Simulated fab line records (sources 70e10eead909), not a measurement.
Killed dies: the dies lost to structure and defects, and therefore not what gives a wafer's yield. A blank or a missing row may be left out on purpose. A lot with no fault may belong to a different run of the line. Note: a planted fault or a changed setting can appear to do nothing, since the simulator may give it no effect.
A struck lot beside a sound one + flow nand_harc + 14 out of 1302 route steps
Sound: wafers L710.1, L710.4, L710.6. Struck: wafer L713.5 (left out: L713.2, L713.3 of the same lot, which were not struck); the cause appears at the end.
Order at every step that has rows: each side's tool, ch and its chambers, its first start. Under that, the readings that differ: sound wafers + struck wafers + difference of the means + sigmas: that difference in standard deviations of wafers without a fault.
alike: words and numbers the same on both sides, and readings whose means are apart by under 2 such deviations; not compared: readings that were withheld, readings missing a value for some wafer, numbers with overlapping values and no deviation given by the record, and bounds like >300 which may hide the same value.
The two part at a step that has a row with sigmas, a row that says differs or no value, or rows on one side only. Numbers that have no deviation but don't overlap get no sigmas and don't part them. A reading missing from all wafers of one side parts the sides only when that side holds two or more wafers.

first, 9 steps without rows for these wafers: NHARC_THIN_TSV_PVD_24 (deposits Al, target thk 800 nm); NHARC_THIN_TSV_DEHYDRATE_25 (time 120 s); NHARC_THIN_TSV_HMDS_26 (time 30 s); NHARC_THIN_TSV_COAT_27; NHARC_THIN_TSV_SOFTBAKE_28 (time 95 s); NHARC_THIN_TSV_EBR_29; NHARC_THIN_TSV_EXPOSE_30 (exposes mask PAD); NHARC_THIN_TSV_PEB_31 (peb time 85 s); NHARC_THIN_TSV_DEVELOP_32 (time 70 s).
NHARC_THIN_TSV_CD_MEAS_33 targets a cd of 5000 nm.
  sound on cd_sem-03 ch 0, day 25 08:30; struck on cd_sem-03 ch 0, day 26 23:09
| reading    | sound                | struck | difference | sigmas |
|------------|----------------------|--------|------------|--------|
| cd_nm (nm) | 5000.4 5000.6 5006.1 | 4996.1 | -6.3       | -3     |
then, 1 step without rows for these wafers: NHARC_THIN_TSV_HARDBAKE_34 (time 80 s).
NHARC_THIN_TSV_DESCUM_35: chemistry O2, time 3 s.
  sound on rie_diel-04 ch 0,1, day 25 08:40; struck on rie_diel-04 ch 0, day 26 23:19
  alike: chamber_pressure_mTorr, drypump_motor_current_A, oes_product_au, rf_vpp_V, showerhead_plenum_p_Torr, throttle_valve_pct
  not compared: rf_hours_counter_h
NHARC_THIN_TSV_ETCH_59: etches the open film in Cl2/BCl3, target depth 880 nm, time 138.1 s.
  sound on rie_metal-01 ch 0, day 25 08:50; struck on rie_metal-03 ch 1, day 26 23:26
| reading                     | sound             | struck | difference | sigmas |
|-----------------------------|-------------------|--------|------------|--------|
| drypump_motor_current_A (A) | 5.1 5.1 5.1       | 6.1    | +1.0       | +2     |
| run_length_s (s)            | 159.6 159.7 159.3 | 146.5  | -13.0      | -32    |
  alike: chamber_pressure_mTorr, oes_product_au, throttle_valve_pct
  not compared: rf_hours_counter_h
NHARC_THIN_TSV_ETCH_36: etches the open film in Cl2/BCl3, target depth 65 nm, time 18.571 s.
  sound on rie_metal-01 ch 0,1, day 25 09:04; struck on rie_metal-03 ch 1, day 26 23:41
  alike: chamber_pressure_mTorr, drypump_motor_current_A, oes_product_au, run_length_s
  not compared: rf_hours_counter_h

WHERE THEY PART
First at NHARC_THIN_TSV_CD_MEAS_33; last, within this record, at NHARC_THIN_TSV_ETCH_59. Later steps at which nothing parts them and some readings are alike: NHARC_THIN_TSV_ETCH_36.

WHY: whatever the simulator had introduced
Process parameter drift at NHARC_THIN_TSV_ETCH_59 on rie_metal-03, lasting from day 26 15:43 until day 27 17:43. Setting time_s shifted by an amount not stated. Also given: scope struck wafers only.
